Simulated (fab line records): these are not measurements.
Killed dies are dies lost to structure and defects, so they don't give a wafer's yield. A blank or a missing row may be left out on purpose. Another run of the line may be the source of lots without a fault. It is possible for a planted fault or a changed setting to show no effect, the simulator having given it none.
The tool behind it: which one? :: flow nand harc :: 42 wafers sampled from 14 lots at 1 step of a route of 1302

== WHAT EACH GAUGE READ, for each wafer ==
NHARC_P_M0_CD_MEAS_16. Usual: cd nm reads 89.7 nm (standard deviation 0.71).
lot: L600
measured: day 6 06:05
on: cd sem-01
cd nm (nm): 89.9 90.4 90.0
flag: 

lot: L602
measured: day 7 06:55
on: cd sem-03
cd nm (nm): 90.1 90.9 91.4
flag: 

lot: L601
measured: day 7 07:49
on: cd sem-01
cd nm (nm): 89.5 90.4 89.5
flag: 

lot: L604
measured: day 8 05:10
on: cd sem-03
cd nm (nm): 88.6 90.3 87.5
flag: 

lot: L605
measured: day 8 10:44
on: cd sem-02
cd nm (nm): 90.2 91.0 90.9
flag: 

lot: L608
measured: day 9 18:32
on: cd sem-03
cd nm (nm): 89.7 89.1 90.3
flag: 

lot: L609
measured: day 10 05:53
on: cd sem-02
cd nm (nm): 90.5 90.5 89.5
flag: 

lot: L613
measured: day 12 02:40
on: cd sem-03
cd nm (nm): 90.4 90.1 90.5
flag: 

lot: L614
measured: day 12 13:37
on: cd sem-03
cd nm (nm): 88.8 89.4 89.3
flag: 

lot: L615
measured: day 13 03:16
on: cd sem-01
cd nm (nm): 89.6 89.3 90.0
flag: 

lot: L618
measured: day 14 00:19
on: cd sem-01
cd nm (nm): 88.8 89.5 90.3
flag: 

lot: L619
measured: day 14 05:53
on: cd sem-02
cd nm (nm): 88.9 89.4 88.9
flag: 

lot: L620
measured: day 15 04:56
on: cd sem-01
cd nm (nm): 90.6 89.6 90.2
flag: 

lot: L621
measured: day 15 08:31
on: cd sem-02
cd nm (nm): 89.8 89.0 89.4
flag: 

== EACH LOT AND THE TOOL THAT RAN IT (in order: tool; ch and the chambers of the sampled wafers; start) ==
Before these readings, the record contains no process step.

== WHAT THE TOOLS THEMSELVES READ (means of the sampled wafers that have a number; where no wafer has one, the mark that the record gives instead) ==
The record holds no such reading with a usual standard deviation.

== THE ANSWER, worked out from the rows above alone ==
Rule: lot off if the mean of its wafers having a number is beyond 3 standard deviations from the usual mean. Also off: a lot with no number at a reading for which 4 or more lots have one. All remaining lots with rows at the step are treated as sound. The gauges are gone through in route order, then the tools' own readings, and for those a lot's mean is taken as printed above. At the first step where some lot is off, the reading lying furthest off is the one used; lots without a number count as furthest.
Across all readings shown, no lot is off: no conclusion can be drawn from this.

== WHAT THE SIMULATOR PUT IN ==
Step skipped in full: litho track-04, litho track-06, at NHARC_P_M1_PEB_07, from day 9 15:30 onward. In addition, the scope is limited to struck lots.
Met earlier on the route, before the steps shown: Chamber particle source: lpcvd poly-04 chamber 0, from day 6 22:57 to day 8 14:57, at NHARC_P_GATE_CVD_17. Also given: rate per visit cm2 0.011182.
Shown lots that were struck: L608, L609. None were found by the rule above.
